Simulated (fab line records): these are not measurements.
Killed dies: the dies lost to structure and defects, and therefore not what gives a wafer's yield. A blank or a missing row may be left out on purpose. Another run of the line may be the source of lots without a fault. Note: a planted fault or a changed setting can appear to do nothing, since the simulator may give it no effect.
The tool behind it: which one? | flow n5Finfet | 30 wafers sampled from 10 lots at 1 step of a route of 1938

WHAT THE GAUGES READ, wafer by wafer
N5_FIN_SAQP_OVL_MEAS_17.
lot  | measured    | on         | FIN_CORE_OVL (nm)
L078 | day 2 21:44 | overlay-02 | -2.5 -0.2 0.9
L080 | day 3 09:25 | overlay-01 | 0.0 1.2 0.0
L082 | day 3 22:40 | overlay-01 | 0.5 1.8 0.8
L085 | day 4 16:19 | overlay-01 | 0.1 0.7 0.5
L087 | day 5 04:35 | overlay-02 | -0.7 -0.2 0.0
L089 | day 5 15:30 | overlay-01 | -0.1 0.4 -0.4
L091 | day 6 03:30 | overlay-01 | 1.7 1.2 1.3
L093 | day 6 17:54 | overlay-02 | -0.8 -0.3 -0.2
L095 | day 7 10:03 | overlay-01 | 0.2 0.7 0.0
L097 | day 7 18:49 | overlay-01 | 1.2 0.7 0.7

TOOL THAT RAN EACH LOT (tool first, then ch and the chambers of the sampled wafers, then the start)
Before these readings, the record contains no process step.

THE ANSWER, worked out from the rows above alone
Rule: what is usual is taken from the lots themselves. Put in order of their means at a reading, lots are off if they are a third of the lots or fewer, leave a main group of 4 or more, and stand apart from it by a gap of 3 or more times the standard deviation of the main group's means; of several such gaps the widest counts. The tables above print the reading to a certain number of digits; a main group whose means all agree to those digits is not used. A lot without any number at a reading at which 4 lots or more have one is off too. The other lots that the step has rows for count as sound.
No lot is off on any of the readings shown, so nothing can be concluded from this.

WHAT WAS PUT IN BY THE SIMULATOR
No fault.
